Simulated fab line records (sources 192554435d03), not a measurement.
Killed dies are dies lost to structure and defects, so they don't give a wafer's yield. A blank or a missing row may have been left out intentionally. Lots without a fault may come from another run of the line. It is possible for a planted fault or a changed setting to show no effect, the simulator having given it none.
fab line records	flow n5_finfet
record: lots: 11	wafers: 33	last_day: 17
route steps=1938 shown BEOL_M2@898 BEOL_M4@1111
lots that met no fault: from a run of the same line without faults
start_h: hours from the record's opening day to when the first of the lot's shown wafers began	wait_h: how many hours have passed since the lot's step before this one	" as in the row above	L1.1+2: a row that stands for several wafers	- no value present, or no start provided	* or withheld: withheld	< > ~ a bound
route shown NAME@n: names a module that has steps shown in the file, with the first one's number in the route	usual: the fault-free wafers' mean and standard deviation	same: alike in all rows	chamber/n: place in a boat	sites: per-site readings	_std_site: their standard deviation	_edge_site: the outer-site mean with the inner-site mean subtracted	radius_mm: how far each site lies from the wafer's centre	mask NAME#n: copy n	behind: tool/chamber where the wafer was last shaped	hold: reason for holding the lot/hours on hold/outcome of the hold	device: names the non-switching transistor (n, p or np)	end of line: at the end of the route, the tests of the same wafers	a step with no rows: only its recipe	killed: dies that structure and defects cost at the first sort, which is not the same as the wafer's yield	map: a wafer's dies, marking killed ones x, the rest . and places with no die _
set.NAME: the run value of the setting; set.NAME@STEP: its run value at that earlier step	model.NAME: the simulator's own value behind a step, which no gauge read
one table for each step of the route and one row for each wafer, over a sample of lots
== steps ==
step: N5_BEOL_M2_CD_MEAS_35
recipe: target_cd_nm: 18	target_cd_y_nm: 22.2	polarity: opening
usual: cd_nm: 18.03/0.26
lot.wafer	tool	chamber	start_h	wait_h	cd_nm
L497.1	cd_sem-02	-	135.89	0.0	18.34
L497.3	"	-	"	"	18.57
L497.5	"	-	"	"	18.10
L498.3	cd_sem-02	-	150.32	0.0	18.46
L498.5	"	-	"	"	17.91
L498.6	"	-	"	"	18.16
L499.1	cd_sem-03	-	162.33	0.0	18.47
L499.4	"	-	"	"	18.38
L499.5	"	-	"	"	18.54
L501.1	cd_sem-03	-	166.23	0.0	17.86
L501.2	"	-	"	"	18.06
L501.3	"	-	"	"	17.84
L503.1	cd_sem-03	-	170.64	0.0	17.83
L503.2	"	-	"	"	18.13
L503.6	"	-	"	"	17.60
L508.2	cd_sem-03	-	210.96	0.0	17.71
L508.4	"	-	"	"	18.12
L508.5	"	-	"	"	17.63
L512.1	cd_sem-01	-	230.01	0.0	17.59
L512.3	"	-	"	"	18.05
L512.4	"	-	"	"	18.01
L513.1	cd_sem-02	-	247.16	0.0	18.15
L513.2	"	-	"	"	18.02
L513.3	"	-	"	"	17.95
L515.1	cd_sem-02	-	252.73	0.0	17.89
L515.4	"	-	"	"	17.77
L515.5	"	-	"	"	17.95
L519.1	cd_sem-03	-	277.02	0.0	18.31
L519.2	"	-	"	"	17.62
L519.6	"	-	"	"	17.68
L520.1	cd_sem-02	-	277.28	0.0	17.99
L520.2	"	-	"	"	17.90
L520.4	"	-	"	"	17.54
step: N5_BEOL_M2_PRE_CLEAN_45
recipe: gas: H2/He	time_s: 30	temp_c: 250
usual: heater_power_w: 328/23
same: time_s: 30
lot.wafer	tool	chamber	start_h	wait_h	heater_power_w
L497.1	pvd_sputter-03	-	136.07	0.0	343
L497.3	"	-	"	"	314
L497.5	"	-	"	"	279
L498.3	pvd_sputter-02	-	150.57	0.0	346
L498.5	"	-	"	"	358
L498.6	"	-	"	"	328
L499.1	pvd_sputter-03	-	162.88	0.0	340
L499.4	"	-	"	"	326
L499.5	"	-	"	"	345
L501.1	pvd_sputter-01	-	166.45	0.0	263
L501.2	"	-	"	"	319
L501.3	"	-	"	"	316
L503.1	pvd_sputter-01	-	170.97	0.0	311
L503.2	"	-	"	"	260
L503.6	"	-	"	"	318
L508.2	pvd_sputter-01	-	211.59	0.0	267
L508.4	"	-	"	"	362
L508.5	"	-	"	"	356
L512.1	pvd_sputter-03	-	230.14	0.0	342
L512.3	"	-	"	"	316
L512.4	"	-	"	"	284
L513.1	pvd_sputter-02	-	247.35	0.0	350
L513.2	"	-	"	"	331
L513.3	"	-	"	"	337
L515.1	pvd_sputter-02	-	252.93	0.0	339
L515.4	"	-	"	"	338
L515.5	"	-	"	"	343
L519.1	pvd_sputter-03	-	277.24	0.0	340
L519.2	"	-	"	"	325
L519.6	"	-	"	"	280
L520.1	pvd_sputter-02	-	277.37	0.0	352
L520.2	"	-	"	"	342
L520.4	"	-	"	"	340
step: N5_BEOL_M2_ANNEAL_82
recipe: temp_c: 400	time_s: 240	ambient: vacuum
usual: heater_power_w: 808/68	susceptor_temp_C: 400.02/0.22	time_s: 240/0
lot.wafer	tool	chamber	start_h	wait_h	heater_power_w	susceptor_temp_C	time_s
L497.1	pvd_sputter-01	-	137.11	0.0	787	399.95	240
L497.3	"	-	"	"	769	400.27	240
L497.5	"	-	"	"	800	400.16	240
L498.3	pvd_sputter-02	-	151.95	0.0	875	400.19	240
L498.5	"	-	"	"	784	399.99	240
L498.6	"	-	"	"	862	399.92	240
L499.1	pvd_sputter-02	-	166.35	0.0	872	400.03	240
L499.4	"	-	"	"	816	399.47	240
L499.5	"	-	"	"	822	399.66	240
L501.1	pvd_sputter-03	-	167.96	0.0	863	400.23	240
L501.2	"	-	"	"	712	399.94	240
L501.3	"	-	"	"	801	399.72	240
L503.1	pvd_sputter-03	-	172.08	0.0	807	399.99	240
L503.2	"	-	"	"	725	400.02	240
L503.6	"	-	"	"	706	400.28	240
L508.2	pvd_sputter-01	-	212.99	0.0	680	399.84	240
L508.4	"	-	"	"	866	400.09	240
L508.5	"	-	"	"	654	399.88	240
L512.1	pvd_sputter-01	-	231.74	0.0	-	-	-
L512.3	"	-	"	"	-	-	-
L512.4	"	-	"	"	-	-	-
L513.1	pvd_sputter-01	-	248.37	0.0	-	-	-
L513.2	"	-	"	"	-	-	-
L513.3	"	-	"	"	-	-	-
L515.1	pvd_sputter-02	-	253.96	0.0	-	-	-
L515.4	"	-	"	"	-	-	-
L515.5	"	-	"	"	-	-	-
L519.1	pvd_sputter-02	-	278.35	0.0	861	399.95	240
L519.2	"	-	"	"	825	399.54	240
L519.6	"	-	"	"	862	400.04	240
L520.1	pvd_sputter-01	-	281.49	0.0	806	400.19	240
L520.2	"	-	"	"	786	399.94	240
L520.4	"	-	"	"	665	399.79	240
step: N5_BEOL_M2_SPUTTER_88
recipe: material: Cu	target_thk_a: 45	temp_c: -20	chamber_pressure_pa: 0.07	power_w: withheld	time_s: 8.29
usual: substrate_temp_c: -20.00/0.11	throttle_valve_pct: 29.7/1
same: time_s: 8.29
lot.wafer	tool	chamber	start_h	wait_h	substrate_temp_c	throttle_valve_pct
L497.1	pvd_sputter-01	-	137.47	0.1	-19.91	30.8
L497.3	"	-	"	"	-19.94	28.6
L497.5	"	-	"	"	-19.95	30.9
L498.3	pvd_sputter-02	-	152.31	0.1	-20.09	28.5
L498.5	"	-	"	"	-19.93	29.0
L498.6	"	-	"	"	-19.99	28.3
L499.1	pvd_sputter-02	-	166.71	0.1	-19.99	30.4
L499.4	"	-	"	"	-19.83	28.8
L499.5	"	-	"	"	-19.95	29.1
L501.1	pvd_sputter-03	-	168.32	0.1	-19.97	31.1
L501.2	"	-	"	"	-19.91	29.7
L501.3	"	-	"	"	-20.17	29.1
L503.1	pvd_sputter-03	-	172.44	0.1	-19.90	29.1
L503.2	"	-	"	"	-20.07	29.9
L503.6	"	-	"	"	-20.01	29.8
L508.2	pvd_sputter-01	-	213.35	0.1	-19.90	29.9
L508.4	"	-	"	"	-19.92	31.2
L508.5	"	-	"	"	-19.96	29.9
L512.1	pvd_sputter-01	-	232.10	0.1	-19.93	30.8
L512.3	"	-	"	"	-19.97	30.8
L512.4	"	-	"	"	-19.86	29.9
L513.1	pvd_sputter-01	-	248.73	0.1	-20.13	28.6
L513.2	"	-	"	"	-20.03	31.0
L513.3	"	-	"	"	-19.92	30.8
L515.1	pvd_sputter-02	-	254.32	0.1	-19.86	28.4
L515.4	"	-	"	"	-20.11	30.6
L515.5	"	-	"	"	-19.89	28.3
L519.1	pvd_sputter-02	-	278.71	0.1	-20.06	30.3
L519.2	"	-	"	"	-19.96	29.1
L519.6	"	-	"	"	-19.92	30.2
L520.1	pvd_sputter-01	-	281.85	0.1	-19.94	30.8
L520.2	"	-	"	"	-19.80	28.9
L520.4	"	-	"	"	-20.09	30.2
step: N5_BEOL_M4_RC_MEAS_101
usual: DIBL_N: 36.3/1.2	DIBL_P: 36.7/1.5	IOFF_N: 0.164/0.02	IOFF_P: 0.214/0.024	ION_N: 673/8.5	ION_P: 461/5.9	SS_N: 71.6/0.44	SS_P: 73.3/0.55	VT_N: 249.4/2.4	VT_P: -250.0/2.3
lot.wafer	tool	chamber	start_h	wait_h	DIBL_N[mV/V]	DIBL_P[mV/V]	IOFF_N[nA/um]	IOFF_P[nA/um]	ION_N[uA/um]	ION_P[uA/um]	SS_N[mV/dec]	SS_P[mV/dec]	VT_N[mV]	VT_P[mV]
L497.1	prober-01	0	158.09	0.0	36.3	35.8	0.162	0.194	674	458	71.9	73.4	249.4	-251.8
L497.3	"	0	"	"	35.6	34.9	0.149	0.182	654	449	71.7	73.3	250.6	-255.3
L497.5	"	0	"	"	36.4	35.2	0.160	0.188	655	453	71.4	74.0	249.2	-251.0
L498.3	prober-02	0	172.04	0.3	36.6	35.3	0.157	0.211	666	463	71.3	72.8	249.4	-248.3
L498.5	"	0	"	"	36.5	34.2	0.150	0.201	667	459	72.1	73.1	252.6	-251.7
L498.6	"	0	"	"	37.0	35.8	0.172	0.227	672	464	71.7	73.0	248.8	-248.0
L501.1	prober-01	0	188.99	0.0	36.0	36.0	0.149	0.187	658	446	71.7	73.1	253.4	-250.9
L501.2	"	0	"	"	36.0	35.6	0.144	0.178	661	452	71.4	73.0	253.4	-251.6
L501.3	"	0	"	"	36.9	37.8	0.173	0.210	673	458	72.4	73.6	250.8	-251.3
L499.1	prober-01	0	194.75	0.0	35.1	36.3	0.140	0.184	657	452	71.0	72.7	250.2	-253.4
L499.4	"	0	"	"	34.0	34.5	0.123	0.166	662	454	71.6	72.7	251.7	-255.6
L499.5	"	0	"	"	35.6	37.5	0.162	0.199	678	459	71.6	73.4	249.5	-253.3
L503.1	prober-01	0	203.66	0.0	36.4	36.7	0.144	0.225	652	459	70.8	73.0	252.7	-248.0
L503.2	"	0	"	"	33.3	33.2	0.112	0.173	676	465	70.8	71.9	254.2	-249.8
L503.6	"	0	"	"	35.5	35.5	0.134	0.205	669	464	71.2	72.8	252.9	-250.0
L508.2	prober-02	0	233.36	0.2	38.5	39.1	0.217	0.266	692	470	72.3	74.8	247.0	-248.6
L508.4	"	0	"	"	36.8	37.5	0.172	0.242	673	459	72.2	74.5	250.8	-247.8
L508.5	"	0	"	"	35.9	35.4	0.151	0.201	667	456	71.6	73.4	251.7	-251.3
L512.1	prober-02	0	259.92	0.0	36.7	37.1	0.162	0.224	672	470	71.6	73.3	249.7	-247.1
L512.3	"	0	"	"	35.7	36.7	0.147	0.218	673	466	71.1	73.3	252.8	-246.9
L512.4	"	0	"	"	34.9	35.7	0.131	0.195	666	462	71.6	73.3	253.9	-247.2
L513.1	prober-02	0	269.18	0.0	36.0	36.7	0.159	0.232	679	466	72.1	73.3	249.3	-248.2
L513.2	"	0	"	"	34.2	33.7	0.129	0.190	669	463	71.5	72.7	251.4	-248.6
L513.3	"	0	"	"	35.2	34.7	0.141	0.192	663	457	71.1	72.7	250.4	-251.4
L515.1	prober-01	0	280.96	0.0	33.7	35.5	0.131	0.181	664	458	71.2	72.7	252.4	-252.3
L515.4	"	0	"	"	32.4	33.5	0.114	0.160	662	455	71.1	72.2	254.5	-253.9
L515.5	"	0	"	"	34.8	36.5	0.151	0.200	660	454	70.9	73.3	249.7	-249.8
L519.1	prober-02	0	302.79	0.0	38.4	38.8	0.186	0.236	677	466	71.4	73.5	249.3	-249.4
L519.2	"	0	"	"	39.1	39.1	0.205	0.240	685	467	72.2	73.5	246.7	-248.1
L519.6	"	0	"	"	37.7	37.5	0.175	0.207	684	463	71.6	72.5	248.6	-252.9
L520.1	prober-02	0	307.18	0.0	36.3	38.1	0.159	0.214	680	465	71.2	73.8	251.0	-251.5
L520.2	"	0	"	"	36.1	38.3	0.160	0.214	672	465	71.2	73.3	251.5	-250.7
L520.4	"	0	"	"	38.6	40.1	0.200	0.258	682	469	72.3	74.7	247.2	-249.7
== key ==
first_sign: step: N5_BEOL_M2_ANNEAL_82	reading: tool_record	direction: missing
effect none on later readings
met_at N5_BEOL_M2_ANNEAL_82
struck_lots L512,L513,L515
not_acting_at N5_BEOL_M2_CD_MEAS_35,N5_BEOL_M2_PRE_CLEAN_45,N5_BEOL_M2_SPUTTER_88
onset_between 212.99 231.74
fault: kind: skipped_step_whole	tool: pvd_sputter-01,pvd_sputter-02	chamber: -	onset_h: 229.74	steps: N5_BEOL_M2_ANNEAL_82	scope: struck_lots_only
